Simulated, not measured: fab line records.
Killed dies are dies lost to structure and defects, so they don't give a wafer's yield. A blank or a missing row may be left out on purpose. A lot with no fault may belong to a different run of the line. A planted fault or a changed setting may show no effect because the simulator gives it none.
Matching of chambers    flow n5 finfet    rie diel-02 running N5_BEOL_M15_DESCUM_33: 4 sister chambers
The step chemistry O2, time 7.9 s. 14 wafers are shown with their chamber, then 7 later ones without.

## WAFERS, EACH WITH ITS CHAMBER
wafer   chamber  drypump motor current A (A)  showerhead plenum p Torr (Torr)  oes product au (a.u.)
L078.1  0        6.3                          2.07                             0.69
L078.2  1        6.4                          2.08                             0.71
L078.6  3        5.6                          2.23                             0.85
L084.2  3        5.5                          2.22                             0.85
L084.5  1        6.4                          2.08                             0.71
L084.6  2        6.3                          2.14                             0.83
L086.1  3        5.5                          2.21                             0.81
L086.5  1        6.4                          2.07                             0.68
L086.6  2        6.3                          2.13                             0.79
L088.1  2        6.3                          2.13                             0.78
L088.2  3        5.5                          2.21                             0.81
L088.4  1        6.4                          2.07                             0.69
L094.1  3        5.5                          2.21                             0.79
L094.4  3        5.5                          2.21                             0.81

SIGNATURES (means of the wafers above)
reading                   chamber 0  chamber 1  chamber 2  chamber 3  scatter within a chamber
drypump motor current A   6.300      6.400      6.300      5.517      0.0289
showerhead plenum p Torr  2.0700     2.0750     2.1333     2.2150     0.00719
oes product au            0.6900     0.6975     0.8000     0.8200     0.0225
Rule: a wafer's distance from a chamber is the root of the sum, over the readings, of the square of ((its reading less the chamber's mean) divided by the reading's scatter). The wafer belongs to the nearest chamber; if the next one is less than 2 further off, it can't be placed. The scatter is the square root of a quotient: the sum, over the shown wafers, of each reading's squared deviation from its chamber's mean, divided by wafers minus chambers.

## WAFERS MISSING THEIR CHAMBER
wafer   drypump motor current A (A)  showerhead plenum p Torr (Torr)  oes product au (a.u.)
L094.5  6.3                          2.13                             0.78
L095.3  6.3                          2.13                             0.78
L095.5  5.5                          2.21                             0.79
L095.6  6.3                          2.05                             0.66
L092.1  6.4                          2.12                             0.77
L092.3  6.4                          2.06                             0.99
L092.5  6.4                          2.06                             0.99

## WHICH CHAMBER EACH ONE RAN IN
wafer   from the rows above           in truth
L094.5  2                             2
L095.3  2                             2
L095.5  3                             3
L095.6  0                             0
L092.1  2                             2
L092.3  can't be placed: 1 or 2 or 0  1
L092.5  can't be placed: 1 or 2 or 0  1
5 of 7 placed correctly. From these rows, 2 cannot be placed; in 2 the true chamber is one of the candidates. Wrongly placed: 0.
